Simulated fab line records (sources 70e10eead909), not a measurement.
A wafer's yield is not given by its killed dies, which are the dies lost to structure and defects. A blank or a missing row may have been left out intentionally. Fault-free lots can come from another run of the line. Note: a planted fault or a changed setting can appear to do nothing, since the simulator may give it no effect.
Chamber matching | flow nand harc | NHARC_A_BLC_STRIP_21 on rie diel-13 has 4 sister chambers
The step strips in O2. 4 wafers are shown with their chamber, then 10 later ones without.

WAFERS PAIRED WITH THEIR CHAMBERS
wafer  | chamber | drypump motor current A (A)
L085.2 | 3       | 5.61
L088.2 | 0       | 5.82
L088.3 | 2       | 6.07
L090.5 | 1       | 5.99

WAFERS WHOSE CHAMBER IS MISSING
wafer  | drypump motor current A (A)
L090.6 | 5.84
L091.1 | 5.62
L091.3 | 6.09
L091.4 | 5.84
L097.3 | 5.59
L097.5 | 6.05
L097.6 | 5.96
L096.1 | 5.61
L096.3 | 5.84
L096.4 | 6.07

WHICH CHAMBER EACH WENT THROUGH
wafer  | from the rows above | in truth
L090.6 | 0                   | 0
L091.1 | 3                   | 3
L091.3 | 2                   | 2
L091.4 | 0                   | 0
L097.3 | 3                   | 3
L097.5 | 2                   | 2
L097.6 | 1                   | 1
L096.1 | 3                   | 3
L096.3 | 0                   | 0
L096.4 | 2                   | 2
Correct placement for 10 of the 10. Can't be placed from these rows: 0. Wrongly placed: 0.
How it was worked out, from the rows above alone: a wafer's distance from a chamber is the root of the sum, over the readings, of the square of ((its reading less the chamber's mean) divided by the reading's scatter). The wafer belongs to the nearest chamber; if the next one is less than 2 further off, it can't be placed. Each chamber's mean is taken over the wafers shown for it. The scatter: with one shown wafer a chamber, the root of the mean of the squares of how far each hidden wafer lies from its nearest shown one.
